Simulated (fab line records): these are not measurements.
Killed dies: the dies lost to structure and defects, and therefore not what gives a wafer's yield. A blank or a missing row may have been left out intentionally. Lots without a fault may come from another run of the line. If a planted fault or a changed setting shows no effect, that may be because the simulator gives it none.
The same fault as seen by 2 desks -- flow n5-finfet -- each desk has only its own numbers; what lay behind them comes last

## FOR THE TOOL OWNER'S DESK: rie-diel-01
The tool's own readings at N5_BEOL_M3_ETCH_70 (etches SOC in N2/H2, target depth 80 nm, overetch 16 nm, time 120 s): means of the sampled wafers that have a number, for each lot that ran on this tool. Any lot whose mean is over 4 standard deviations away from the usual mean is out of limits and marked OUT; that distance is given in the brackets.
Columns: A = bias-w at N5_BEOL_M3_ETCH_70, usual 150.0 W; B = drypump-motor-current-A at N5_BEOL_M3_ETCH_70, usual 5.9 A; C = oes-product-au at N5_BEOL_M3_ETCH_70, usual 0.59 a.u.; D = rf-vpp-V at N5_BEOL_M3_ETCH_70, usual 523.7 V; E = showerhead-plenum-p-Torr at N5_BEOL_M3_ETCH_70, usual 2.53 Torr; F = throttle-valve-pct at N5_BEOL_M3_ETCH_70, usual 17.8 %
lot,first seen here,A,B,C,D,E,F
L681,day 9 06:43,157.1 (+15) OUT,6.0,0.54,539.0 (+6.1) OUT,2.45,18.0
L683,day 9 13:20,157.2 (+16) OUT,5.9,0.58,539.6 (+6.3) OUT,2.49,17.7
L685,day 10 00:30,157.1 (+15) OUT,6.0,0.54,540.4 (+6.7) OUT,2.54,18.2
L693,day 12 13:37,150.2,6.0,0.64,523.3,2.56,17.8
Finding of this desk: L681, L683, L685 out of limits; the first was L681 at day 9 06:43, on bias-w at N5_BEOL_M3_ETCH_70. Within limits: L693.

## AT THE METROLOGY DESK
Lot by lot, what the gauges showed, no matter which tool ran the lot: averages of those sampled wafers that carry a number. Any lot whose mean is over 4 standard deviations away from the usual mean is out of limits and marked OUT; that distance is given in the brackets. 7 of its 10 readings are shown, namely those furthest out on some lot.
Columns: A = DIBL_N at N5_BEOL_M4_RC_MEAS_101, usual 36.0 mV/V; B = DIBL_P at N5_BEOL_M4_RC_MEAS_101, usual 36.7 mV/V; C = ION_N at N5_BEOL_M4_RC_MEAS_101, usual 673 uA/um; D = ION_P at N5_BEOL_M4_RC_MEAS_101, usual 461 uA/um; E = SS_N at N5_BEOL_M4_RC_MEAS_101, usual 71.5 mV/dec; F = SS_P at N5_BEOL_M4_RC_MEAS_101, usual 73.4 mV/dec; G = VT_N at N5_BEOL_M4_RC_MEAS_101, usual 250 mV
lot,first seen here,A,B,C,D,E,F,G
L681,day 10 00:03,37.9,39.5,670,459,71.9,74.8,250
L683,day 10 03:53,39.0,39.3,682,462,72.6,74.2,249
L685,day 10 21:06,35.0,32.5,676,471,71.1,72.5,251
L684,day 11 02:20,38.3,38.7,689,469,72.2,74.1,248
L693,day 13 07:59,36.7,37.8,677,462,72.1,73.6,246
This desk's verdict: no lot among the 5 shows anything out of limits.

## ALL TOGETHER
At day 9 06:43, on L681, L683, L685, the tool owner's desk was in a position to raise an alarm.
Nothing out of limits was seen by the metrology desk.
The metrology desk has L681, L683, L685 on record, within its limits.
All the named lots went through N5_BEOL_M3_ETCH_70 on rie-diel-01.

## WHAT THE SIMULATOR HAD INSERTED
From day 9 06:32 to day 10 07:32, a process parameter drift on rie-diel-01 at N5_BEOL_M3_ETCH_70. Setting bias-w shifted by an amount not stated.
Lots struck among those shown: L681, L683, L685.
Each desk's first reading out of limits, in hours after the fault started: the tool owner's desk, 0.
